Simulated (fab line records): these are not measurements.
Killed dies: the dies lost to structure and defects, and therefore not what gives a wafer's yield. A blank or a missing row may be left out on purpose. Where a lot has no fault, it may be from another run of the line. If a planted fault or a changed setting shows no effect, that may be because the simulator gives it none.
Which tool did it? || flow n5-finfet || 24 lots, 72 wafers sampled, at 2 steps of a route of 1938

== WHAT EACH GAUGE READ, for each wafer ==
N5_BEOL_M12_OVL_MEAS_11. Usual: V11_OVL typically reads 0 nm, with standard deviation 5.5.
{"lot": "L075", "measured": "day 11 03:50", "on": "overlay-01", "V11_OVL (nm)": "10 4 7", "flag": ""}
{"lot": "L074", "measured": "day 11 04:23", "on": "overlay-01", "V11_OVL (nm)": "-2 -1 -1", "flag": ""}
{"lot": "L076", "measured": "day 11 11:19", "on": "overlay-01", "V11_OVL (nm)": "-5 0 -6", "flag": ""}
{"lot": "L077", "measured": "day 11 21:51", "on": "overlay-01", "V11_OVL (nm)": "-3 5 1", "flag": ""}
{"lot": "L078", "measured": "day 12 06:26", "on": "overlay-02", "V11_OVL (nm)": "10 4 9", "flag": ""}
{"lot": "L080", "measured": "day 12 12:42", "on": "overlay-02", "V11_OVL (nm)": "4 0 5", "flag": ""}
{"lot": "L079", "measured": "day 12 22:44", "on": "overlay-01", "V11_OVL (nm)": "0 8 0", "flag": ""}
{"lot": "L081", "measured": "day 13 00:13", "on": "overlay-01", "V11_OVL (nm)": "-2 -3 -1", "flag": ""}
{"lot": "L083", "measured": "day 13 01:15", "on": "overlay-01", "V11_OVL (nm)": "-1 -3 0", "flag": ""}
{"lot": "L082", "measured": "day 13 08:17", "on": "overlay-02", "V11_OVL (nm)": "-2 -7 -5", "flag": ""}
{"lot": "L084", "measured": "day 13 21:31", "on": "overlay-01", "V11_OVL (nm)": "0 3 -1", "flag": ""}
{"lot": "L085", "measured": "day 14 03:35", "on": "overlay-01", "V11_OVL (nm)": "-2 -1 -4", "flag": ""}
{"lot": "L086", "measured": "day 14 03:40", "on": "overlay-01", "V11_OVL (nm)": "0 2 -5", "flag": ""}
{"lot": "L089", "measured": "day 14 11:46", "on": "overlay-02", "V11_OVL (nm)": "0 -4 1", "flag": ""}
{"lot": "L088", "measured": "day 14 15:08", "on": "overlay-01", "V11_OVL (nm)": "-6 0 -5", "flag": ""}
{"lot": "L087", "measured": "day 14 19:46", "on": "overlay-02", "V11_OVL (nm)": "7 3 0", "flag": ""}
{"lot": "L091", "measured": "day 14 21:18", "on": "overlay-01", "V11_OVL (nm)": "14 12 14", "flag": ""}
{"lot": "L090", "measured": "day 14 22:25", "on": "overlay-01", "V11_OVL (nm)": "-9 -5 -2", "flag": ""}
{"lot": "L092", "measured": "day 15 13:50", "on": "overlay-02", "V11_OVL (nm)": "12 11 1", "flag": ""}
{"lot": "L094", "measured": "day 15 14:44", "on": "overlay-02", "V11_OVL (nm)": "6 8 4", "flag": ""}
{"lot": "L093", "measured": "day 15 15:38", "on": "overlay-02", "V11_OVL (nm)": "-8 -9 -7", "flag": ""}
{"lot": "L095", "measured": "day 16 12:27", "on": "overlay-02", "V11_OVL (nm)": "6 4 -1", "flag": ""}
{"lot": "L096", "measured": "day 16 12:29", "on": "overlay-01", "V11_OVL (nm)": "5 1 1", "flag": ""}
{"lot": "L097", "measured": "day 17 03:50", "on": "overlay-02", "V11_OVL (nm)": "-2 -4 -7", "flag": ""}

N5_BEOL_M12_INSPECT_12: inspects for defects (macro). Usual: raw-defect-count reads 2.1 (standard deviation 1.4).
{"lot": "L075", "measured": "day 11 03:52", "on": "defect-inspect-01", "raw-defect-count": "2 2 3", "flag": ""}
{"lot": "L074", "measured": "day 11 04:25", "on": "defect-inspect-02", "raw-defect-count": "0 2 3", "flag": ""}
{"lot": "L076", "measured": "day 11 11:21", "on": "defect-inspect-01", "raw-defect-count": "3 1 2", "flag": ""}
{"lot": "L077", "measured": "day 11 21:53", "on": "defect-inspect-02", "raw-defect-count": "2 3 1", "flag": ""}
{"lot": "L078", "measured": "day 12 06:28", "on": "defect-inspect-01", "raw-defect-count": "0 0 3", "flag": ""}
{"lot": "L080", "measured": "day 12 12:44", "on": "defect-inspect-02", "raw-defect-count": "2 1 2", "flag": ""}
{"lot": "L079", "measured": "day 12 22:46", "on": "defect-inspect-02", "raw-defect-count": "4 4 1", "flag": ""}
{"lot": "L081", "measured": "day 13 00:14", "on": "defect-inspect-01", "raw-defect-count": "1 4 1", "flag": ""}
{"lot": "L083", "measured": "day 13 01:17", "on": "defect-inspect-02", "raw-defect-count": "1 2 1", "flag": ""}
{"lot": "L082", "measured": "day 13 08:19", "on": "defect-inspect-02", "raw-defect-count": "1 2 0", "flag": ""}
{"lot": "L084", "measured": "day 13 21:33", "on": "defect-inspect-01", "raw-defect-count": "1 5 0", "flag": ""}
{"lot": "L085", "measured": "day 14 03:37", "on": "defect-inspect-01", "raw-defect-count": "3 4 4", "flag": ""}
{"lot": "L086", "measured": "day 14 03:41", "on": "defect-inspect-01", "raw-defect-count": "2 2 2", "flag": ""}
{"lot": "L089", "measured": "day 14 11:47", "on": "defect-inspect-01", "raw-defect-count": "3 3 1", "flag": ""}
{"lot": "L088", "measured": "day 14 15:09", "on": "defect-inspect-02", "raw-defect-count": "1 3 2", "flag": ""}
{"lot": "L087", "measured": "day 14 19:47", "on": "defect-inspect-02", "raw-defect-count": "0 3 1", "flag": ""}
{"lot": "L091", "measured": "day 14 21:20", "on": "defect-inspect-02", "raw-defect-count": "0 3 1", "flag": ""}
{"lot": "L090", "measured": "day 14 22:27", "on": "defect-inspect-01", "raw-defect-count": "2 2 2", "flag": ""}
{"lot": "L092", "measured": "day 15 13:51", "on": "defect-inspect-01", "raw-defect-count": "3 2 5", "flag": ""}
{"lot": "L094", "measured": "day 15 14:46", "on": "defect-inspect-02", "raw-defect-count": "2 2 4", "flag": ""}
{"lot": "L093", "measured": "day 15 15:40", "on": "defect-inspect-02", "raw-defect-count": "2 3 2", "flag": ""}
{"lot": "L095", "measured": "day 16 12:29", "on": "defect-inspect-01", "raw-defect-count": "2 2 2", "flag": ""}
{"lot": "L096", "measured": "day 16 12:31", "on": "defect-inspect-02", "raw-defect-count": "4 0 4", "flag": ""}
{"lot": "L097", "measured": "day 17 03:52", "on": "defect-inspect-01", "raw-defect-count": "1 7 4", "flag": ""}

== TOOL THAT RAN EACH LOT (tool first, then ch and the chambers of the sampled wafers, then the start) ==
The record shows no process step preceding these readings.

== AS READ BY THE TOOLS THEMSELVES (means over the sampled wafers that have a number; for cases with no such wafer, the mark the record gives instead) ==
The record holds no such reading with a usual standard deviation.

== THE ANSWER, worked out from the rows above alone ==
Rule: take the mean of a lot's wafers that have a number; if it is more than 3 standard deviations from the usual mean, the lot is off. A lot without any number at a reading at which 4 lots or more have one is off too. Where the step has rows for the other lots, those lots are counted as sound. After the gauges, taken in route order, come the tools' own readings; for these a lot's mean is taken, as printed above. The first step at which some lot is off is used, and at that step the reading that is off furthest; a lot without a number counts as furthest.
Across all readings shown, no lot is off: no conclusion can be drawn from this.

== WHAT THE SIMULATOR PUT IN ==
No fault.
